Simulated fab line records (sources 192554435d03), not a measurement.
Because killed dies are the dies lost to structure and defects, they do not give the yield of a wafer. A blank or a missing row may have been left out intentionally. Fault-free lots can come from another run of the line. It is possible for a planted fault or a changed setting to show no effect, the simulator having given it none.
Matching of chambers    flow n5_finfet    N5_ZERO_LAYER_DESCUM_16 on rie_diel-05 has 4 sister chambers
The step chemistry O2, time 7.9 s. 8 wafers are shown with their chamber, then 6 later ones without.

EACH WAFER AND ITS CHAMBER
wafer   chamber  drypump_motor_current_A (A)  showerhead_plenum_p_Torr (Torr)
L793.1  0        5.1                          2.03
L794.2  3        5.8                          2.19
L794.4  1        5.9                          2.16
L795.2  1        6.0                          2.16
L795.3  0        5.1                          2.02
L795.4  2        5.0                          2.04
L801.1  3        5.8                          2.19
L801.4  2        5.0                          2.03

WAFERS WITHOUT THEIR CHAMBER
wafer   drypump_motor_current_A (A)  showerhead_plenum_p_Torr (Torr)
L801.5  5.8                          2.19
L802.1  5.0                          2.03
L802.4  5.1                          2.02
L802.6  5.1                          2.02
L807.3  5.1                          2.02
L807.6  5.8                          2.19

EACH ONE'S CHAMBER
wafer   from the rows above      in truth
L801.5  3                        3
L802.1  can't be placed: 2 or 0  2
L802.4  0                        0
L802.6  0                        0
L807.3  0                        0
L807.6  3                        3
Placed correctly: 5 of 6. Not placeable from these rows: 1 (in 1, the candidates include the true chamber). Wrongly placed: 0.
How it was worked out, from the rows above alone: a wafer's distance from a chamber is the root of the sum, over the readings, of the square of ((its reading less the chamber's mean) divided by the reading's scatter). If the next closest chamber is less than 2 further off than the closest, the wafer can't be placed; otherwise it belongs to the closest. A chamber's mean is the mean of its shown wafers. The scatter: the root of (the sum of the squares of (reading less its chamber's mean) over the shown wafers, divided by (wafers less chambers)).
